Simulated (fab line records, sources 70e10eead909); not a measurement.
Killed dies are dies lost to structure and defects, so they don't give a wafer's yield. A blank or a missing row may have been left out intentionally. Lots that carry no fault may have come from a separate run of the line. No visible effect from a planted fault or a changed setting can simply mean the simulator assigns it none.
Which tool did it? :: flow nand_harc :: 14 lots with 40 wafers sampled at 5 steps, on a route of 1159 steps

## WHAT EACH GAUGE READ, for each wafer
NHARC_END_SORT_01.
lot: L573
measured: day 24 07:31
on: prober-01
killed_at_array: 32 30
killed_at_other: 0 1
killed_at_periphery: 645 2
killed_dies: 677 33
killed_open: 4 6
killed_short: 2 0

lot: L575
measured: day 23 23:41
on: prober-02
killed_at_array: 26 30
killed_at_other: 0 1
killed_at_periphery: 651 646
killed_dies: 677 677
killed_open: 2 4
killed_short: 0 2

## EACH LOT AND THE TOOL THAT RAN IT (in order: tool; ch and the chambers of the sampled wafers; start)
lot: L556
NHARC_P_GATE_DEVELOP_45: litho_track-02 ch 0, day 5 05:00
NHARC_THIN_TSV_CMP_01: cmp-03 ch 0,1,3, day 18 14:54
NHARC_THIN_TSV_DEP_43: pecvd-02 ch 0,1,2, day 18 15:28
NHARC_THIN_TSV_DEGAS_49: pvd_sputter-03, day 18 19:04

lot: L558
NHARC_P_GATE_DEVELOP_45: litho_track-07 ch 0, day 5 12:00
NHARC_THIN_TSV_CMP_01: cmp-03 ch 0,1,3, day 19 03:37
NHARC_THIN_TSV_DEP_43: pecvd-04 ch 0,1,2, day 19 04:06
NHARC_THIN_TSV_DEGAS_49: pvd_sputter-02, day 19 07:43

lot: L557
NHARC_P_GATE_DEVELOP_45: litho_track-02 ch 0, day 5 12:00
NHARC_THIN_TSV_CMP_01: cmp-03 ch 0,1,2, day 19 04:50
NHARC_THIN_TSV_DEP_43: pecvd-02 ch 0,1, day 19 05:18
NHARC_THIN_TSV_DEGAS_49: pvd_sputter-02, day 19 08:56

lot: L560
NHARC_P_GATE_DEVELOP_45: litho_track-02 ch 0, day 6 06:00
NHARC_THIN_TSV_CMP_01: cmp-02 ch 1,2, day 19 14:45
NHARC_THIN_TSV_DEP_43: pecvd-01 ch 0,1, day 19 15:21
NHARC_THIN_TSV_DEGAS_49: pvd_sputter-01, day 19 19:06

lot: L561
NHARC_P_GATE_DEVELOP_45: litho_track-07 ch 0, day 6 07:00
NHARC_THIN_TSV_CMP_01: cmp-01 ch 1,2, day 19 20:16
NHARC_THIN_TSV_DEP_43: pecvd-02 ch 0,2, day 19 20:49
NHARC_THIN_TSV_DEGAS_49: pvd_sputter-01, day 20 00:29

lot: L562
NHARC_P_GATE_DEVELOP_45: litho_track-02 ch 0, day 6 13:00
NHARC_THIN_TSV_CMP_01: cmp-02 ch 0,2,3, day 19 19:04
NHARC_THIN_TSV_DEP_43: pecvd-02 ch 1,2, day 19 19:44
NHARC_THIN_TSV_DEGAS_49: pvd_sputter-02, day 19 23:42

lot: L563
NHARC_P_GATE_DEVELOP_45: litho_track-02 ch 0, day 6 21:00
NHARC_THIN_TSV_CMP_01: cmp-01 ch 0,3, day 20 09:29
NHARC_THIN_TSV_DEP_43: pecvd-01 ch 0,1, day 20 10:04
NHARC_THIN_TSV_DEGAS_49: pvd_sputter-03, day 20 13:46

lot: L564
NHARC_P_GATE_DEVELOP_45: litho_track-02 ch 0, day 7 04:00
NHARC_THIN_TSV_CMP_01: cmp-03 ch 1,3, day 20 19:01
NHARC_THIN_TSV_DEP_43: pecvd-02 ch 1,2, day 20 19:35
NHARC_THIN_TSV_DEGAS_49: pvd_sputter-01, day 20 23:18

lot: L565
NHARC_P_GATE_DEVELOP_45: litho_track-02 ch 0, day 7 12:00
NHARC_THIN_TSV_CMP_01: cmp-03 ch 1,2,3, day 20 20:41
NHARC_THIN_TSV_DEP_43: pecvd-04 ch 0,1,2, day 20 21:09
NHARC_THIN_TSV_DEGAS_49: pvd_sputter-03, day 21 00:37

lot: L569
NHARC_P_GATE_DEVELOP_45: litho_track-02 ch 0, day 8 12:00
NHARC_THIN_TSV_CMP_01: cmp-01 ch 0,3, day 20 23:01
NHARC_THIN_TSV_DEP_43: pecvd-04 ch 0,1, day 20 23:31
NHARC_THIN_TSV_DEGAS_49: pvd_sputter-02, day 21 03:14

lot: L573
NHARC_P_GATE_DEVELOP_45: litho_track-02 ch 0, day 9 13:00
NHARC_THIN_TSV_CMP_01: cmp-03 ch 2, day 23 11:15
NHARC_THIN_TSV_DEP_43: pecvd-01 ch 1, day 23 11:53
NHARC_THIN_TSV_DEGAS_49: pvd_sputter-01, day 23 16:26

lot: L575
NHARC_P_GATE_DEVELOP_45: litho_track-02 ch 0, day 9 19:00
NHARC_THIN_TSV_CMP_01: -
NHARC_THIN_TSV_DEP_43: -
NHARC_THIN_TSV_DEGAS_49: -

lot: L576
NHARC_P_GATE_DEVELOP_45: litho_track-05 ch 0, day 10 05:00
NHARC_THIN_TSV_CMP_01: cmp-01 ch 1,2,3, day 23 12:25
NHARC_THIN_TSV_DEP_43: pecvd-01 ch 1,2, day 23 12:53
NHARC_THIN_TSV_DEGAS_49: pvd_sputter-02, day 23 18:08

lot: L578
NHARC_P_GATE_DEVELOP_45: litho_track-05 ch 0, day 10 18:00
NHARC_THIN_TSV_CMP_01: cmp-01 ch 0,1,3, day 24 06:11
NHARC_THIN_TSV_DEP_43: pecvd-01 ch 1,2, day 24 06:40
NHARC_THIN_TSV_DEGAS_49: pvd_sputter-02, day 24 10:17
- NHARC_P_GATE_DEVELOP_45: time 70 s.
- NHARC_THIN_TSV_CMP_01: polishes.
- NHARC_THIN_TSV_DEP_43: deposits SiO2, target thk 1328.5 nm.
- NHARC_THIN_TSV_DEGAS_49: time 120 s.

## AS READ BY THE TOOLS THEMSELVES (means over the sampled wafers that have a number; for cases with no such wafer, the mark the record gives instead)
NHARC_P_GATE_DEVELOP_45.
lot: L556
tool: litho_track-02
resist_line_temp_C (C): 22.90

lot: L558
tool: litho_track-07
resist_line_temp_C (C): 23.10

lot: L557
tool: litho_track-02
resist_line_temp_C (C): 22.94

lot: L560
tool: litho_track-02
resist_line_temp_C (C): 23.14

lot: L561
tool: litho_track-07
resist_line_temp_C (C): 22.92

lot: L562
tool: litho_track-02
resist_line_temp_C (C): 23.00

lot: L563
tool: litho_track-02
resist_line_temp_C (C): 23.04

lot: L564
tool: litho_track-02
resist_line_temp_C (C): 22.93

lot: L565
tool: litho_track-02
resist_line_temp_C (C): 23.07

lot: L569
tool: litho_track-02
resist_line_temp_C (C): 23.11

lot: L573
tool: litho_track-02
resist_line_temp_C (C): 23.02

lot: L575
tool: litho_track-02
resist_line_temp_C (C): 23.12

lot: L576
tool: litho_track-05
resist_line_temp_C (C): 23.04

lot: L578
tool: litho_track-05
resist_line_temp_C (C): 23.03

NHARC_THIN_TSV_CMP_01.
lot: L556
tool: cmp-03
motor_current_A (A): 11.0

lot: L558
tool: cmp-03
motor_current_A (A): 11.3

lot: L557
tool: cmp-03
motor_current_A (A): 10.0

lot: L560
tool: cmp-02
motor_current_A (A): 13.0

lot: L561
tool: cmp-01
motor_current_A (A): 13.7

lot: L562
tool: cmp-02
motor_current_A (A): 12.0

lot: L563
tool: cmp-01
motor_current_A (A): 11.7

lot: L564
tool: cmp-03
motor_current_A (A): 10.9

lot: L565
tool: cmp-03
motor_current_A (A): 10.6

lot: L569
tool: cmp-01
motor_current_A (A): 11.1

lot: L573
tool: cmp-03
motor_current_A (A): 9.3

lot: L576
tool: cmp-01
motor_current_A (A): 12.8

lot: L578
tool: cmp-01
motor_current_A (A): 12.1

NHARC_THIN_TSV_DEP_43.
lot: L556
tool: pecvd-02
mfc_precursor_sccm (sccm): 161.5
throttle_valve_pct (%): 16.0

lot: L558
tool: pecvd-04
mfc_precursor_sccm (sccm): 161.1
throttle_valve_pct (%): 15.6

lot: L557
tool: pecvd-02
mfc_precursor_sccm (sccm): 161.2
throttle_valve_pct (%): 16.2

lot: L560
tool: pecvd-01
mfc_precursor_sccm (sccm): 161.4
throttle_valve_pct (%): 15.8

lot: L561
tool: pecvd-02
mfc_precursor_sccm (sccm): 161.5
throttle_valve_pct (%): 15.9

lot: L562
tool: pecvd-02
mfc_precursor_sccm (sccm): 161.3
throttle_valve_pct (%): 15.9

lot: L563
tool: pecvd-01
mfc_precursor_sccm (sccm): 161.9
throttle_valve_pct (%): 16.1

lot: L564
tool: pecvd-02
mfc_precursor_sccm (sccm): 161.8
throttle_valve_pct (%): 15.9

lot: L565
tool: pecvd-04
mfc_precursor_sccm (sccm): 161.9
throttle_valve_pct (%): 15.8

lot: L569
tool: pecvd-04
mfc_precursor_sccm (sccm): 161.4
throttle_valve_pct (%): 15.7

lot: L573
tool: pecvd-01
mfc_precursor_sccm (sccm): 160.8
throttle_valve_pct (%): 16.7

lot: L576
tool: pecvd-01
mfc_precursor_sccm (sccm): 162.1
throttle_valve_pct (%): 16.5

lot: L578
tool: pecvd-01
mfc_precursor_sccm (sccm): 161.1
throttle_valve_pct (%): 16.5

NHARC_THIN_TSV_DEGAS_49.
lot: L556
tool: pvd_sputter-03
heater_power_w (W): 477

lot: L558
tool: pvd_sputter-02
heater_power_w (W): 479

lot: L557
tool: pvd_sputter-02
heater_power_w (W): 488

lot: L560
tool: pvd_sputter-01
heater_power_w (W): 438

lot: L561
tool: pvd_sputter-01
heater_power_w (W): 430

lot: L562
tool: pvd_sputter-02
heater_power_w (W): 458

lot: L563
tool: pvd_sputter-03
heater_power_w (W): 492

lot: L564
tool: pvd_sputter-01
heater_power_w (W): 439

lot: L565
tool: pvd_sputter-03
heater_power_w (W): 505

lot: L569
tool: pvd_sputter-02
heater_power_w (W): 492

lot: L573
tool: pvd_sputter-01
heater_power_w (W): 400

lot: L576
tool: pvd_sputter-02
heater_power_w (W): 456

lot: L578
tool: pvd_sputter-02
heater_power_w (W): 499

## THE ANSWER, worked out from the rows above alone
Rule: the lots themselves supply what counts as usual. The widest of any qualifying gaps counts: lots, ordered by their means at a reading, are off when they make up no more than a third of the lots, leave a main group of 4 or more, and stand apart from it by 3 or more times the standard deviation of that group's means. If all means in a main group match to the digits the tables above print for the reading, that group is not used. A lot without any number at a reading at which 4 lots or more have one is off too. Any other lot the step has rows for is counted as sound. After the gauges, taken in route order, come the tools' own readings; for these a lot's mean is taken, as printed above. At the first step where some lot is off, the reading lying furthest off is the one used; lots without a number count as furthest.
Across all readings shown, no lot is off: no conclusion can be drawn from this.

## WHAT THE SIMULATOR PUT IN
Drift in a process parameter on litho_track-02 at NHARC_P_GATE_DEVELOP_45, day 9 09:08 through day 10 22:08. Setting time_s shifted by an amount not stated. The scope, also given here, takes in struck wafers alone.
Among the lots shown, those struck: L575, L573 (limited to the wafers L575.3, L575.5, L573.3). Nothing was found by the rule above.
